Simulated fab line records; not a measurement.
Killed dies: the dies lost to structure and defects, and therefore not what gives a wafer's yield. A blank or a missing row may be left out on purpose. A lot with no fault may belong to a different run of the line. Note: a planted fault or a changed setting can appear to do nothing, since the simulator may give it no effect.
Chamber matching | flow n5_finfet | 4 sister chambers for N5_DUMMY_GATE_ETCH_32 on rie_si-05
The step etches SiO2 in CF4, target depth 3.5 nm, time 3.9 s. 4 wafers are shown with their chamber, then 9 later ones without.

## WAFERS PAIRED WITH THEIR CHAMBERS
wafer  | chamber | throttle_valve_pct (%)
L085.3 | 1       | 21.56
L093.3 | 0       | 22.07
L093.5 | 2       | 21.32
L093.6 | 3       | 21.94

## WAFERS WHOSE CHAMBER IS MISSING
wafer  | throttle_valve_pct (%)
L094.2 | 21.55
L094.3 | 21.34
L094.5 | 21.35
L095.1 | 21.94
L095.4 | 21.33
L095.6 | 22.07
L096.2 | 21.95
L096.4 | 21.56
L096.5 | 21.34

## WHICH CHAMBER EACH WENT THROUGH
wafer  | from the rows above | in truth
L094.2 | 1                   | 1
L094.3 | 2                   | 2
L094.5 | 2                   | 2
L095.1 | 3                   | 3
L095.4 | 2                   | 2
L095.6 | 0                   | 0
L096.2 | 3                   | 3
L096.4 | 1                   | 1
L096.5 | 2                   | 2
Correct placement for 9 of the 9. Not placeable from these rows: 0. Wrongly placed: 0.
How it was worked out, from the rows above alone: a wafer's distance from a chamber is the root of the sum, over the readings, of the square of ((its reading less the chamber's mean) divided by the reading's scatter). If the next closest chamber is less than 2 further off than the closest, the wafer can't be placed; otherwise it belongs to the closest. A chamber's mean is the mean of its shown wafers. The scatter (one wafer shown for each chamber): square how far every hidden wafer sits from the nearest shown wafer, average those squares and take the square root.
